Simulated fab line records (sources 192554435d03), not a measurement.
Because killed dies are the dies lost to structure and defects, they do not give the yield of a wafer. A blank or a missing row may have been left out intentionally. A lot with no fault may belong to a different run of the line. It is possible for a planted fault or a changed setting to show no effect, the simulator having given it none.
fab line records -- flow n5_finfet
record lots=7, wafers=21
route steps=1938 shown GATE_CUT@484 MOL_CONTACT_COAG@579 BEOL_M0_SAQP@638 BEOL_M0@720
start_h: start of the lot's first displayed wafer, in hours after the record's first day -- wait_h: how many hours have passed since the lot's step before this one -- " as in the row above -- L1.1+2: one row covering several wafers at once -- - no value present, or no start provided -- * or withheld: withheld -- < > ~ a bound
route shown NAME@n: a module of which the file shows steps, and the number in the route of the first -- usual: the fault-free wafers' mean and standard deviation -- same: alike in all rows -- chamber/n: place in a boat -- sites: readings site by site -- _std_site: their standard deviation -- _edge_site: outer sites' mean less inner sites' -- radius_mm: for every site, how far away it sits from the centre of the wafer -- mask NAME#n: copy n -- behind: the last tool/chamber to shape the wafer -- hold: why the lot went on hold/how many hours it stayed there/how the hold came to an end -- device: transistor that didn't switch, given as n, p or np -- end of line: the tests these same wafers got at the end of their route -- where a step has no rows: the recipe by itself -- killed: not the wafer's yield, but the dies lost to structure and defects at the first sort -- map: per-die view of a wafer (x killed, . not killed, _ where there is no die)
set.NAME: the setting as run; set.NAME@STEP: as run at that earlier step -- model.NAME: the simulator's own value behind a step, which no gauge read
lots run with intentionally changed settings; tables by step, rows by wafer
## steps
# step N5_GATE_CUT_EXPOSE_10
# recipe mask_id=GATE_CUT, na=0.33, source_shape=annular, sigma_inner=0.35, sigma_outer=0.8, polarization=unpolarized, target_cd_nm=20, dose_mj=43.25
lot.wafer,tool,chamber,start_h,wait_h,mask,set.dose_mj
L079.1+3+6,euv_scanner-02,0,110.99,-,GATE_CUT#0,43.25
L080.1+2+4,euv_scanner-01,0,118.82,-,GATE_CUT#0,43.25
L082.3,euv_scanner-02,0,132.21,-,GATE_CUT#0,44.11
L082.4+5,euv_scanner-02,0,132.21,-,GATE_CUT#0,43.25
L083.2+3+6,euv_scanner-02,0,137.15,-,GATE_CUT#0,43.25
L090.3,euv_scanner-01,0,184.36,-,GATE_CUT#0,43.25
L090.5+6,euv_scanner-01,0,184.36,-,GATE_CUT#0,45.7
L092.1+6,euv_scanner-01,0,190.84,-,GATE_CUT#0,43.25
L092.5,euv_scanner-01,0,190.84,-,GATE_CUT#0,41.77
L096.2+3+6,euv_scanner-01,0,218.54,-,GATE_CUT#0,43.25
# step N5_GATE_CUT_PEB_11
# recipe peb_temp_c=100, peb_time_s=60, resist=CAR-EUV
# step N5_GATE_CUT_DEVELOP_12
# recipe develop_time_s=30, developer=TMAH, resist=CAR-EUV, rinse_liquid=surfactant_rinse, dry=air_spin, dev_temp_c=23
# step N5_GATE_CUT_CD_MEAS_13
# recipe target_cd_nm=20, landing_energy_ev=500, detector=se_inlens
# usual cd_nm=19.98/0.25
lot.wafer,tool,chamber,start_h,wait_h,set.dose_mj@GATE_CUT_EXPOSE_10,cd_nm
L079.1,cd_sem-02,0,111.12,-,43.25,20.43
L079.3,cd_sem-02,0,111.12,-,43.25,20.23
L079.6,cd_sem-02,0,111.12,-,43.25,19.87
L080.1,cd_sem-03,0,118.96,-,43.25,20.07
L080.2,cd_sem-03,0,118.96,-,43.25,20.00
L080.4,cd_sem-03,0,118.96,-,43.25,19.68
L082.3,cd_sem-01,0,132.33,-,44.11,20.15
L082.4,cd_sem-01,0,132.33,-,43.25,19.67
L082.5,cd_sem-01,0,132.33,-,43.25,19.77
L083.2,cd_sem-01,0,137.28,-,43.25,19.98
L083.3,cd_sem-01,0,137.28,-,43.25,20.09
L083.6,cd_sem-01,0,137.28,-,43.25,20.11
L090.3,cd_sem-01,0,184.48,-,43.25,20.04
L090.5,cd_sem-01,0,184.48,-,45.7,21.47
L090.6,cd_sem-01,0,184.48,-,45.7,21.54
L092.1,cd_sem-02,0,190.98,-,43.25,20.43
L092.5,cd_sem-02,0,190.98,-,41.77,19.13
L092.6,cd_sem-02,0,190.98,-,43.25,19.99
L096.2,cd_sem-02,0,218.67,-,43.25,20.00
L096.3,cd_sem-02,0,218.67,-,43.25,20.18
L096.6,cd_sem-02,0,218.67,-,43.25,20.20
# step N5_GATE_CUT_DESCUM_18
# recipe chemistry=O2, time_s=7, source_power_w=50, bias_power_w=20, pressure_mtorr=20, rf_frequency_hz=2.712e+07, temp_c=40, resist=CAR-EUV, o2_flow_sccm=225
lot.wafer,tool,chamber,start_h,wait_h,set.dose_mj@GATE_CUT_EXPOSE_10,model.GATE_CUT.cd_nm
L079.1,rie_diel-01,0,111.24,0.0,43.25,20.2
L079.3+6,rie_diel-01,"2,3",111.24,0.0,43.25,20
L080.1+2,rie_diel-01,"2,1",119.08,0.0,43.25,19.8
L080.4,rie_diel-01,0,119.08,0.0,43.25,20.2
L082.3,rie_diel-01,3,132.45,0.0,44.11,20.2
L082.4+5,rie_diel-01,"1,0",132.45,0.0,43.25,19.8
L083.2+3+6,rie_diel-01,"1,0,3",137.42,0.1,43.25,20
L090.3,rie_diel-02,1,184.60,0.0,43.25,20
L090.5,rie_diel-02,0,184.60,0.0,45.7,21.2
L090.6,rie_diel-02,1,184.60,0.0,45.7,21.4
L092.1,rie_diel-06,1,191.10,0.0,43.25,20.2
L092.5,rie_diel-06,3,191.10,0.0,41.77,19.2
L092.6,rie_diel-06,2,191.10,0.0,43.25,20
L096.2,rie_diel-01,3,218.79,0.0,43.25,20.2
L096.3,rie_diel-01,0,218.79,0.0,43.25,20.4
L096.6,rie_diel-01,0,218.79,0.0,43.25,20
# step N5_GATE_CUT_ETCH_28
# recipe chemistry=N2/H2, target=underlayer, target_depth_a=130, mask_material=CAR-EUV, time_s=10.4, ion_energy_ev=200, pressure_mtorr=30, source_w=840, bias_w=150, n2_flow_sccm=200, h2_flow_sccm=200, ends=cleared
lot.wafer,tool,chamber,start_h,wait_h,set.spin_rpm@GATE_CUT_COAT_27,model.etch.depth_nm,model.CAR-EUV_of_GATE_CUT_COAT_07.thk_nm
L079.1,rie_diel-01,0,111.28,0.0,1591,9.73,15
L079.3,rie_diel-01,2,111.28,0.0,1500,10.03,14.6
L079.6,rie_diel-01,3,111.28,0.0,1500,10.03,14.8
L080.1,rie_diel-01,2,119.11,0.0,1500,10.01,14.8
L080.2,rie_diel-01,1,119.11,0.0,1500,10.02,14.6
L080.4,rie_diel-01,0,119.11,0.0,1500,10.06,14.4
L082.3,rie_diel-01,3,132.48,0.0,1500,9.989,14.8
L082.4,rie_diel-01,1,132.48,0.0,1446,10.2,14.2
L082.5,rie_diel-01,0,132.48,0.0,1500,10.02,14.6
L083.2,rie_diel-01,1,137.46,0.0,1500,10.01,14.6
L083.3,rie_diel-01,0,137.46,0.0,1500,10.02,14.6
L083.6,rie_diel-01,3,137.46,0.0,1500,10.01,14.8
L090.3,rie_diel-02,1,184.63,0.0,1500,9.996,14.4
L090.5,rie_diel-02,0,184.63,0.0,1500,10,14.6
L090.6,rie_diel-02,1,184.63,0.0,1588,9.724,14.8
L092.1,rie_diel-06,1,191.14,0.0,1360,10.54,13.8
L092.5,rie_diel-06,3,191.14,0.0,1500,10.01,14.6
L092.6,rie_diel-06,2,191.14,0.0,1500,10.02,14.4
L096.2,rie_diel-01,3,218.82,0.0,1500,10.01,14.6
L096.3,rie_diel-01,0,218.82,0.0,1422,10.26,14.2
L096.6,rie_diel-01,0,218.82,0.0,1500,10.02,14.6
# step N5_GATE_CUT_ETCH_36
# recipe chemistry=CF4, target=SiARC, target_depth_a=130, mask_material=CAR-EUV, time_s=21.7, ion_energy_ev=80, pressure_mtorr=40, source_w=545, bias_w=36, Ar_flow_sccm=100, cf4_flow_sccm=100, ends=cleared
lot.wafer,tool,chamber,start_h,wait_h,set.dose_mj@GATE_CUT_EXPOSE_10,model.GATE_CUT.cd_nm
L079.1+6,rie_diel-01,"0,3",111.30,0.0,43.25,20.2
L079.3,rie_diel-01,2,111.30,0.0,43.25,20
L080.1+2,rie_diel-01,"2,1",119.13,0.0,43.25,19.8
L080.4,rie_diel-01,0,119.13,0.0,43.25,20.2
L082.3,rie_diel-01,3,132.50,0.0,44.11,20.4
L082.4+5,rie_diel-01,"1,0",132.50,0.0,43.25,19.8
L083.2+3+6,rie_diel-01,"1,0,3",137.48,0.0,43.25,20
L090.3,rie_diel-02,1,184.65,0.0,43.25,19.8
L090.5,rie_diel-02,0,184.65,0.0,45.7,21.2
L090.6,rie_diel-02,1,184.65,0.0,45.7,21.4
L092.1,rie_diel-06,1,191.16,0.0,43.25,20.2
L092.5,rie_diel-06,3,191.16,0.0,41.77,19.2
L092.6,rie_diel-06,2,191.16,0.0,43.25,20
L096.2,rie_diel-01,3,218.84,0.0,43.25,20.2
L096.3,rie_diel-01,0,218.84,0.0,43.25,20.4
L096.6,rie_diel-01,0,218.84,0.0,43.25,20
# step N5_GATE_CUT_ETCH_37
# recipe chemistry=N2/H2, target=SOC, target_depth_a=600, overetch_a=120, mask_material=SiARC, temp_c=40, time_s=90, ion_energy_ev=200, pressure_mtorr=30, source_w=840, bias_w=150, n2_flow_sccm=200, h2_flow_sccm=200
lot.wafer,tool,chamber,start_h,wait_h,set.dose_mj@GATE_CUT_EXPOSE_10,model.GATE_CUT.cd_nm
L079.1,rie_diel-01,0,111.32,0.0,43.25,20.4
L079.3+6,rie_diel-01,"2,3",111.32,0.0,43.25,20.2
L080.1+4,rie_diel-01,"2,0",119.16,0.0,43.25,20
L080.2,rie_diel-01,1,119.16,0.0,43.25,19.6
L082.3,rie_diel-01,3,132.53,0.0,44.11,20.4
L082.4+5,rie_diel-01,"1,0",132.53,0.0,43.25,19.8
L083.2+6,rie_diel-01,"1,3",137.50,0.0,43.25,20
L083.3,rie_diel-01,0,137.50,0.0,43.25,20.2
L090.3,rie_diel-02,1,184.68,0.0,43.25,19.8
L090.5,rie_diel-02,0,184.68,0.0,45.7,21.2
L090.6,rie_diel-02,1,184.68,0.0,45.7,21.4
L092.1+6,rie_diel-06,"1,2",191.18,0.0,43.25,20.4
L092.5,rie_diel-06,3,191.18,0.0,41.77,19.4
L096.2+6,rie_diel-01,"3,0",218.87,0.0,43.25,20
L096.3,rie_diel-01,0,218.87,0.0,43.25,20.4
# step N5_GATE_CUT_STRIP_38
# recipe chemistry=N2/H2, temp_c=40, n2_flow_sccm=200, h2_flow_sccm=200, rf_frequency_hz=6e+07
# step N5_GATE_CUT_STRIP_39
# recipe chemistry=N2/H2, temp_c=40, n2_flow_sccm=200, h2_flow_sccm=200, rf_frequency_hz=6e+07
# step N5_GATE_CUT_STRIP_41
# recipe chemistry=CF4, resist=SiARC, power_w=300, bias_power_w=75, pressure_mtorr=50, cf4_flow_sccm=150, rf_frequency_hz=6e+07
# step N5_GATE_CUT_STRIP_42
# recipe chemistry=O2, power_w=400, temp_c=40, pressure_mtorr=30, rf_frequency_hz=6e+07, bias_power_w=0, overash_fraction=0.3, o2_flow_sccm=225
# step N5_GATE_CUT_ETCH_19
# recipe chemistry=CH3F/O2, target=SiNx, mask_material=SiO2, target_depth_a=537, time_s=76.7, pressure_mtorr=30, source_w=395, bias_w=73, Ar_flow_sccm=150, CH3F_flow_sccm=30, O2_flow_sccm=20, ion_energy_ev=120, ends=cleared
lot.wafer,tool,chamber,start_h,wait_h,set.dose_mj@GATE_CUT_EXPOSE_10,model.GATE_CUT.cd_nm
L079.1+3,rie_diel-01,"0,2",111.53,0.0,43.25,20.4
L079.6,rie_diel-01,3,111.53,0.0,43.25,20.2
L080.1,rie_diel-01,2,119.37,0.0,43.25,20.2
L080.2,rie_diel-01,1,119.37,0.0,43.25,19.6
L080.4,rie_diel-01,0,119.37,0.0,43.25,20
L082.3,rie_diel-01,3,132.73,0.0,44.11,20.2
L082.4+5,rie_diel-01,"1,0",132.73,0.0,43.25,19.8
L083.2+3+6,rie_diel-01,"1,0,3",137.71,0.0,43.25,20
L090.3,rie_diel-02,1,184.88,0.0,43.25,20
L090.5,rie_diel-02,0,184.88,0.0,45.7,21.2
L090.6,rie_diel-02,1,184.88,0.0,45.7,21.4
L092.1+6,rie_diel-06,"1,2",191.39,0.0,43.25,20.6
L092.5,rie_diel-06,3,191.39,0.0,41.77,19.4
L096.2,rie_diel-01,3,219.07,0.0,43.25,20.2
L096.3,rie_diel-01,0,219.07,0.0,43.25,20.6
L096.6,rie_diel-01,0,219.07,0.0,43.25,20
# step N5_MOL_CONTACT_COAG_ALD_131
# recipe material=SiO2, target_thk_a=50, temp_c=100, ald_precursor_family=BDEAS, ald_co_reactant=O2-plasma, pulse_time_s=1, co_reactant_pulse_time_s=1, purge_time_s=2, co_reactant_purge_time_s=2, ald_cycles=35, pressure_torr=2
lot.wafer,tool,chamber,start_h,wait_h,set.ald_cycles,model.SiO2_of_MOL_CONTACT_COAG_ALD_131.thk_nm
L079.1,ald_sin-04,2,127.50,0.1,35,5
L079.3+6,ald_sin-04,3,127.50,0.1,32,4.6
L080.1,ald_sin-01,2,134.38,0.1,35,5
L080.2+4,ald_sin-01,0,134.38,0.1,30,4.2
L082.3+4+5,ald_sin-01,"0,2,0",146.18,0.1,35,5
L083.2+3+6,ald_sin-01,"1,0,2",153.62,0.1,35,5
L090.3+5+6,ald_sin-01,"0,0,3",199.49,0.1,35,5
L092.1+5+6,ald_sin-01,"2,3,2",205.80,0.1,31,4.4
L096.2+3,ald_sin-02,"0,3",234.04,0.5,38,5.4
L096.6,ald_sin-02,1,234.04,0.5,35,5
# step N5_BEOL_M0_SAQP_PECVD_04
# recipe material=a-Si, target_thk_a=600, temp_c=350, precursor=SiH4/He, pressure_torr=3, rf_w=100, time_s=60.2
lot.wafer,tool,chamber,start_h,wait_h,set.time_s,model.a-Si_of_BEOL_M0_SAQP_PECVD_04.thk_nm
L079.1,pecvd-01,1,136.00,0.0,60.2,60
L079.3,pecvd-01,2,136.00,0.0,60.2,59.2
L079.6,pecvd-01,2,136.00,0.0,64.77,65
L080.1,pecvd-02,0,141.64,0.0,63.67,62.8
L080.2,pecvd-02,2,141.64,0.0,63.67,62.6
L080.4,pecvd-02,2,141.64,0.0,60.2,60.2
L082.3,pecvd-02,2,152.86,0.0,60.2,59.8
L082.4,pecvd-02,0,152.86,0.0,60.2,60.4
L082.5,pecvd-02,2,152.86,0.0,60.2,59.4
L083.2,pecvd-03,0,162.06,0.0,60.2,60.2
L083.3,pecvd-03,1,162.06,0.0,60.2,59.8
L083.6,pecvd-03,1,162.06,0.0,60.2,61.4
L090.3+6,pecvd-01,"1,0",207.46,0.0,60.2,59.4
L090.5,pecvd-01,1,207.46,0.0,60.2,59
L092.1,pecvd-03,1,213.67,0.0,60.2,59.4
L092.5,pecvd-03,0,213.67,0.0,60.2,60
L092.6,pecvd-03,2,213.67,0.0,60.2,60.6
L096.2,pecvd-01,1,241.23,0.0,60.2,59.4
L096.3,pecvd-01,0,241.23,0.0,60.2,58.8
L096.6,pecvd-01,1,241.23,0.0,60.2,60.4
# step N5_BEOL_M0_SAQP_THK_MEAS_05
# usual thk_nm=59.9/0.75
lot.wafer,tool,chamber,start_h,wait_h,set.time_s@BEOL_M0_SAQP_PECVD_04,thk_nm
L079.1,film_metro-02,-,136.09,0.1,60.2,60.1
L079.3,film_metro-02,-,136.09,0.1,60.2,59.2
L079.6,film_metro-02,-,136.09,0.1,64.77,65.1
L080.1,film_metro-01,-,141.74,0.1,63.67,62.7
L080.2,film_metro-01,-,141.74,0.1,63.67,62.7
L080.4,film_metro-01,-,141.74,0.1,60.2,60.2
L082.3,film_metro-01,-,152.96,0.1,60.2,59.7
L082.4,film_metro-01,-,152.96,0.1,60.2,60.4
L082.5,film_metro-01,-,152.96,0.1,60.2,59.4
L083.2,film_metro-01,-,162.15,0.1,60.2,60.3
L083.3,film_metro-01,-,162.15,0.1,60.2,59.7
L083.6,film_metro-01,-,162.15,0.1,60.2,61.5
L090.3,film_metro-02,-,207.56,0.1,60.2,59.4
L090.5,film_metro-02,-,207.56,0.1,60.2,59.0
L090.6,film_metro-02,-,207.56,0.1,60.2,59.3
L092.1,film_metro-02,-,213.77,0.1,60.2,59.4
L092.5,film_metro-02,-,213.77,0.1,60.2,60.0
L092.6,film_metro-02,-,213.77,0.1,60.2,60.6
L096.2,film_metro-01,-,241.33,0.1,60.2,59.4
L096.3,film_metro-01,-,241.33,0.1,60.2,58.9
L096.6,film_metro-01,-,241.33,0.1,60.2,60.4
# step N5_BEOL_M0_SAQP_COAT_08
# recipe resist=CAR-ArF, spin_rpm=1500, resist_thk_nm=90
lot.wafer,tool,chamber,start_h,wait_h,set.spin_rpm,model.CAR-ArF_of_BEOL_M0_SAQP_COAT_08.thk_nm
L079.1,litho_track-05,0,-,-,1500,90
L079.3,litho_track-05,0,-,-,1622,86.8
L079.6,litho_track-05,0,-,-,1500,90.4
L080.1,litho_track-04,0,-,-,1500,90.4
L080.2,litho_track-04,0,-,-,1358,94.8
L080.4,litho_track-04,0,-,-,1500,90.2
L082.3,litho_track-04,0,-,-,1634,86.2
L082.4,litho_track-04,0,-,-,1634,86.6
L082.5,litho_track-04,0,-,-,1500,90.6
L083.2+3+6,litho_track-04,0,-,-,1500,90.2
L090.3,litho_track-04,0,-,-,1376,94.4
L090.5,litho_track-04,0,-,-,1376,94.2
L090.6,litho_track-04,0,-,-,1500,90.4
L092.1,litho_track-01,0,-,-,1603,87.4
L092.5,litho_track-01,0,-,-,1500,90
L092.6,litho_track-01,0,-,-,1603,87.2
L096.2+6,litho_track-04,0,-,-,1500,90.2
L096.3,litho_track-04,0,-,-,1336,95.2
# step N5_BEOL_M0_SAQP_EBR_10
# recipe solvent=PGMEA, ebr_width_mm=1.5
# step N5_BEOL_M0_SAQP_SOFTBAKE_09
# recipe temp_c=110, time_s=60, resist=CAR-ArF
# step N5_BEOL_M0_SAQP_DESCUM_19
# recipe chemistry=O2, time_s=7.9, source_power_w=50, bias_power_w=20, pressure_mtorr=20, rf_frequency_hz=2.712e+07, temp_c=40, resist=CAR-ArF, o2_flow_sccm=225
# step N5_BEOL_M0_SAQP_ETCH_83
# recipe chemistry=CF4, target=SiARC, target_depth_a=390, mask_material=CAR-ArF, time_s=65, ion_energy_ev=80, pressure_mtorr=40, source_w=545, bias_w=36, Ar_flow_sccm=100, cf4_flow_sccm=100, ends=cleared
lot.wafer,tool,chamber,start_h,wait_h,set.spin_rpm@BEOL_M0_SAQP_COAT_08,model.CAR-ArF_of_BEOL_M0_SAQP_COAT_08.thk_nm
L079.1,rie_diel-01,1,136.57,0.0,1500,55.4
L079.3,rie_diel-01,3,136.57,0.0,1622,52.2
L079.6,rie_diel-01,3,136.57,0.0,1500,55.8
L080.1,rie_diel-01,0,142.34,0.0,1500,55.8
L080.2,rie_diel-01,3,142.34,0.0,1358,60.4
L080.4,rie_diel-01,2,142.34,0.0,1500,55.6
L082.3,rie_diel-02,1,153.56,0.0,1634,51.8
L082.4,rie_diel-02,3,153.56,0.0,1634,52
L082.5,rie_diel-02,0,153.56,0.0,1500,56.2
L083.2+3,rie_diel-06,"2,1",162.68,0.0,1500,55.6
L083.6,rie_diel-06,1,162.68,0.0,1500,55.8
L090.3+5,rie_diel-06,"2,0",208.04,0.0,1376,59.8
L090.6,rie_diel-06,1,208.04,0.0,1500,55.8
L092.1,rie_diel-02,1,214.37,0.0,1603,53
L092.5,rie_diel-02,1,214.37,0.0,1500,55.6
L092.6,rie_diel-02,2,214.37,0.0,1603,52.6
L096.2+6,rie_diel-02,"2,1",241.87,0.0,1500,55.8
L096.3,rie_diel-02,1,241.87,0.0,1336,60.8
# step N5_BEOL_M0_SAQP_ETCH_84
# recipe chemistry=N2/H2, target=SOC, target_depth_a=1000, overetch_a=200, mask_material=SiARC, temp_c=40, time_s=150, ion_energy_ev=200, pressure_mtorr=30, source_w=840, bias_w=150, n2_flow_sccm=200, h2_flow_sccm=200
# step N5_BEOL_M0_SAQP_STRIP_80
# recipe chemistry=N2/H2, temp_c=40, n2_flow_sccm=200, h2_flow_sccm=200, rf_frequency_hz=6e+07
# step N5_BEOL_M0_SAQP_HM_OPEN_112
# recipe chemistry=CHF3/O2, target=SiO2, stop_on=a-Si, target_depth_a=120, over_etch_frac=1.25, mask_material=SOC, time_s=13.5, pressure_mtorr=30, source_w=650, bias_w=170, Ar_flow_sccm=200, CHF3_flow_sccm=50, O2_flow_sccm=5, ion_energy_ev=200, ends=end_point
# step N5_BEOL_M0_SAQP_STRIP_113
# recipe chemistry=CHF3/O2, resist=SiARC, rf_frequency_hz=6e+07
# step N5_BEOL_M0_SAQP_MANDREL_ETCH_20
# recipe target_depth_a=600, chemistry=HBr/Cl2, target=a-Si, stop_on=SiNx, bt_time_s=10, mask_material=SOC, over_etch_frac=0.5, time_s=30, pressure_mtorr=10, icp_w=800, bias_w=75, HBr_flow_sccm=150, Cl2_flow_sccm=80, ends=end_point
lot.wafer,tool,chamber,start_h,wait_h,set.time_s@BEOL_M0_SAQP_PECVD_04,model.etch.depth_nm
L079.1,rie_si-02,1,136.81,0.0,60.2,60.06
L079.3,rie_si-02,0,136.81,0.0,60.2,59.18
L079.6,rie_si-02,2,136.81,0.0,64.77,65.06
L080.1,rie_si-01,3,142.58,0.0,63.67,62.72
L080.2,rie_si-01,1,142.58,0.0,63.67,62.66
L080.4,rie_si-01,1,142.58,0.0,60.2,60.18
L082.3,rie_si-01,1,153.80,0.0,60.2,59.69
L082.4,rie_si-01,2,153.80,0.0,60.2,60.26
L082.5,rie_si-01,0,153.80,0.0,60.2,59.4
L083.2,rie_si-02,2,162.92,0.0,60.2,60.2
L083.3,rie_si-02,3,162.92,0.0,60.2,59.73
L083.6,rie_si-02,3,162.92,0.0,60.2,61.39
L090.3,rie_si-01,2,208.28,0.0,60.2,59.4
L090.5,rie_si-01,0,208.28,0.0,60.2,59.01
L090.6,rie_si-01,3,208.28,0.0,60.2,59.29
L092.1,rie_si-01,2,214.61,0.0,60.2,59.39
L092.5,rie_si-01,0,214.61,0.0,60.2,59.97
L092.6,rie_si-01,1,214.61,0.0,60.2,60.54
L096.2,rie_si-01,3,242.11,0.0,60.2,59.37
L096.3,rie_si-01,2,242.11,0.0,60.2,58.81
L096.6,rie_si-01,3,242.11,0.0,60.2,60.23
# step N5_BEOL_M0_SAQP_DESCUM_45
# recipe chemistry=O2, time_s=7, source_power_w=50, bias_power_w=20, pressure_mtorr=20, rf_frequency_hz=2.712e+07, temp_c=40, resist=CAR-EUV, o2_flow_sccm=225
lot.wafer,tool,chamber,start_h,wait_h,set.time_s,model.CAR-EUV_of_BEOL_M0_SAQP_COAT_34.thk_nm
L079.1+6,rie_diel-01,"1,0",141.56,0.0,6.274,26.6
L079.3,rie_diel-01,0,141.56,0.0,7,26.2
L080.1+2,rie_diel-01,"3,1",146.94,0.0,6.015,26.6
L080.4,rie_diel-01,0,146.94,0.0,7,26
L082.3,rie_diel-02,0,158.06,0.1,7,26.2
L082.4+5,rie_diel-02,1,158.06,0.1,7,26
L083.2+6,rie_diel-02,3,166.63,0.1,7,26
L083.3,rie_diel-02,1,166.63,0.1,7,26.2
L090.3+5+6,rie_diel-01,"1,0,1",212.07,0.0,7,26.2
L092.1,rie_diel-02,3,218.20,0.0,7,26.2
L092.5+6,rie_diel-02,"0,3",218.20,0.0,6.591,26.4
L096.2+3+6,rie_diel-01,"2,3,3",245.97,0.3,7,26.2
# step N5_BEOL_M0_ETCH_128
# recipe chemistry=CF4/N2, target_depth_a=120, overetch_a=51, target=SiCN, time_s=21.4, ion_energy_ev=150, pressure_mtorr=40, source_w=430, bias_w=70, Ar_flow_sccm=100, cf4_flow_sccm=60, n2_flow_sccm=60
# usual rf_vpp_V=382.0/2.3
lot.wafer,tool,chamber,start_h,wait_h,set.source_w,rf_vpp_V
L079.1,rie_diel-03,2,144.58,0.0,430,381.5
L079.3,rie_diel-03,1,144.58,0.0,430,384.5
L079.6,rie_diel-03,2,144.58,0.0,430,380.8
L080.1,rie_diel-03,1,149.10,0.0,430,384.1
L080.2,rie_diel-03,3,149.10,0.0,488.8,369.6
L080.4,rie_diel-03,0,149.10,0.0,488.8,362.4
L082.3,rie_diel-03,0,161.86,0.0,454.6,371.1
L082.4,rie_diel-03,2,161.86,0.0,430,382.2
L082.5,rie_diel-03,0,161.86,0.0,430,378.2
L083.2,rie_diel-03,2,170.81,0.0,430,381.6
L083.3,rie_diel-03,3,170.81,0.0,430,384.4
L083.6,rie_diel-03,0,170.81,0.0,430,378.3
L090.3,rie_diel-03,2,219.49,0.0,430,381.7
L090.5,rie_diel-03,0,219.49,0.0,430,377.8
L090.6,rie_diel-03,1,219.49,0.0,430,382.1
L092.1,rie_diel-04,1,221.72,0.0,430,380.5
L092.5,rie_diel-04,0,221.72,0.0,467.7,375.7
L092.6,rie_diel-04,3,221.72,0.0,467.7,369.5
L096.2,rie_diel-03,3,250.28,0.3,409.7,389.3
L096.3,rie_diel-03,2,250.28,0.3,430,380.5
L096.6,rie_diel-03,2,250.28,0.3,430,381.1
# step N5_BEOL_M0_ETCH_109
# recipe chemistry=CH3F/O2, target_depth_a=80, overetch_a=24, target=SiCN, time_s=27.4, ion_energy_ev=120, pressure_mtorr=30, source_w=395, bias_w=75, Ar_flow_sccm=150, CH3F_flow_sccm=30, O2_flow_sccm=20
# usual rf_vpp_V=297.2/1.8
lot.wafer,tool,chamber,start_h,wait_h,set.bias_w,rf_vpp_V
L079.1,rie_diel-03,0,144.83,0.0,75,293.3
L079.3,rie_diel-03,1,144.83,0.0,82.25,317.0
L079.6,rie_diel-03,0,144.83,0.0,82.25,312.0
L080.1,rie_diel-03,3,149.45,0.1,67.96,278.9
L080.2,rie_diel-03,0,149.45,0.1,75,293.3
L080.4,rie_diel-03,1,149.45,0.1,67.96,280.6
L082.3,rie_diel-03,2,162.12,0.0,88.41,330.2
L082.4,rie_diel-03,1,162.12,0.0,75,297.8
L082.5,rie_diel-03,3,162.12,0.0,75,297.4
L083.2,rie_diel-05,3,171.06,0.0,75,301.4
L083.3,rie_diel-05,0,171.06,0.0,75,297.7
L083.6,rie_diel-05,0,171.06,0.0,75,296.3
L090.3,rie_diel-04,1,219.81,0.0,64.04,267.2
L090.5,rie_diel-04,0,219.81,0.0,75,300.0
L090.6,rie_diel-04,3,219.81,0.0,75,296.3
L092.1,rie_diel-05,3,221.97,0.0,75,299.3
L092.5,rie_diel-05,3,221.97,0.0,75,300.0
L092.6,rie_diel-05,2,221.97,0.0,75,292.8
L096.2,rie_diel-04,2,250.53,0.0,75,295.4
L096.3,rie_diel-04,1,250.53,0.0,75,296.1
L096.6,rie_diel-04,0,250.53,0.0,75,299.2
## key
split step=N5_GATE_CUT_EXPOSE_10, setting=dose_mj, stated=43.25, by=wafer
response step=N5_GATE_CUT_CD_MEAS_13, reading=cd_nm, change=+0.27, per=1%, r=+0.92
response step=N5_GATE_CUT_DESCUM_18, reading=model.GATE_CUT.cd_nm, change=+0.235, per=1%, r=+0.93
response step=N5_GATE_CUT_ETCH_36, reading=model.GATE_CUT.cd_nm, change=+0.267, per=1%, r=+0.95
response step=N5_GATE_CUT_ETCH_37, reading=model.GATE_CUT.cd_nm, change=+0.275, per=1%, r=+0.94
response step=N5_GATE_CUT_ETCH_19, reading=model.GATE_CUT.cd_nm, change=+0.257, per=1%, r=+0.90
split step=N5_MOL_CONTACT_COAG_ALD_131, setting=ald_cycles, stated=35, by=wafer
response step=N5_MOL_CONTACT_COAG_ALD_131, reading=model.SiO2_of_MOL_CONTACT_COAG_ALD_131.thk_nm, change=+0.0521, per=1%, r=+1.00
split step=N5_BEOL_M0_SAQP_PECVD_04, setting=time_s, stated=60.2, by=wafer
response step=N5_BEOL_M0_SAQP_PECVD_04, reading=model.a-Si_of_BEOL_M0_SAQP_PECVD_04.thk_nm, change=+0.61, per=1%, r=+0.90
response step=N5_BEOL_M0_SAQP_THK_MEAS_05, reading=thk_nm, change=*, per=1%, r=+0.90
response step=N5_BEOL_M0_SAQP_MANDREL_ETCH_20, reading=model.etch.depth_nm, change=+0.614, per=1%, r=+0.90
split step=N5_BEOL_M0_SAQP_COAT_08, setting=spin_rpm, stated=1500, by=wafer
response step=N5_BEOL_M0_SAQP_COAT_08, reading=model.CAR-ArF_of_BEOL_M0_SAQP_COAT_08.thk_nm, change=-0.453, per=1%, r=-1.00
response step=N5_BEOL_M0_SAQP_ETCH_83, reading=model.CAR-ArF_of_BEOL_M0_SAQP_COAT_08.thk_nm, change=-0.462, per=1%, r=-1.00
split step=N5_BEOL_M0_SAQP_DESCUM_45, setting=time_s, stated=7, by=wafer
response step=N5_BEOL_M0_SAQP_DESCUM_45, reading=model.CAR-EUV_of_BEOL_M0_SAQP_COAT_34.thk_nm, change=-0.0405, per=1%, r=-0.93
split step=N5_BEOL_M0_ETCH_128, setting=source_w, stated=430, by=wafer
response step=N5_BEOL_M0_ETCH_128, reading=rf_vpp_V, change=-1.28, per=1%, r=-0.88
split step=N5_BEOL_M0_ETCH_109, setting=bias_w, stated=75, by=wafer
response step=N5_BEOL_M0_ETCH_109, reading=rf_vpp_V, change=+1.91, per=1%, r=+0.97
split outside_this_file step=N5_GATE_CUT_COAT_27 setting=spin_rpm
# split outside_this_file: this setting was split too, and the file shows its column; the key of that split is in another file
